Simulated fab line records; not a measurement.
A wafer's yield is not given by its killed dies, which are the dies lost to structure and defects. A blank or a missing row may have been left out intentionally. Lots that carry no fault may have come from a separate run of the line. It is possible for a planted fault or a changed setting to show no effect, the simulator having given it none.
Chamber matching | flow n5 finfet | cvd co-02 running N5_BEOL_M5_CO_CAP_78: 3 sister chambers
The step material Co, precursor CCTBA/H2, target thk 2 nm, time 102.1 s. 24 wafers are shown with their chamber, then 12 later ones without.

EACH WAFER AND ITS CHAMBER
wafer  | chamber | heater power w (W)
L074.2 | 1       | 227
L074.3 | 0       | 223
L074.4 | 2       | 251
L075.1 | 0       | 217
L075.2 | 2       | 253
L075.5 | 0       | 218
L077.3 | 2       | 250
L077.5 | 2       | 256
L077.6 | 0       | 220
L080.2 | 2       | 257
L080.5 | 1       | 231
L080.6 | 2       | 252
L081.1 | 0       | 221
L081.2 | 1       | 236
L081.3 | 2       | 247
L084.1 | 0       | 219
L084.3 | 1       | 229
L084.6 | 2       | 243
L085.2 | 1       | 228
L085.5 | 0       | 220
L085.6 | 1       | 231
L090.1 | 1       | 231
L090.2 | 2       | 253
L090.3 | 0       | 213

SIGNATURES (means of the wafers above)
reading        | chamber 0 | chamber 1 | chamber 2 | scatter within a chamber
heater power w | 218.88    | 230.43    | 251.33    | 3.55
Rule: a wafer's distance from a chamber is the root of the sum, over the readings, of the square of ((its reading less the chamber's mean) divided by the reading's scatter). The wafer belongs to the nearest chamber; if the next one is less than 2 further off, it can't be placed. The scatter is the square root of a quotient: the sum, over the shown wafers, of each reading's squared deviation from its chamber's mean, divided by wafers minus chambers.

WAFERS MISSING THEIR CHAMBER
wafer  | heater power w (W)
L092.4 | 258
L092.5 | 223
L092.6 | 235
L093.1 | 257
L093.4 | 234
L093.6 | 215
L094.1 | 231
L094.2 | 245
L094.3 | 218
L096.1 | 254
L096.3 | 234
L096.4 | 254

CHAMBER TAKEN BY EACH
wafer  | from the rows above     | in truth
L092.4 | 2                       | 2
L092.5 | can't be placed: 0 or 1 | 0
L092.6 | 1                       | 1
L093.1 | 2                       | 2
L093.4 | 1                       | 1
L093.6 | 0                       | 0
L094.1 | 1                       | 1
L094.2 | 2                       | 2
L094.3 | 0                       | 0
L096.1 | 2                       | 2
L096.3 | 1                       | 1
L096.4 | 2                       | 2
Placed correctly: 11 of 12. Cannot be placed on the basis of these rows: 1; the candidates contain the true chamber in 1. Wrongly placed: 0.
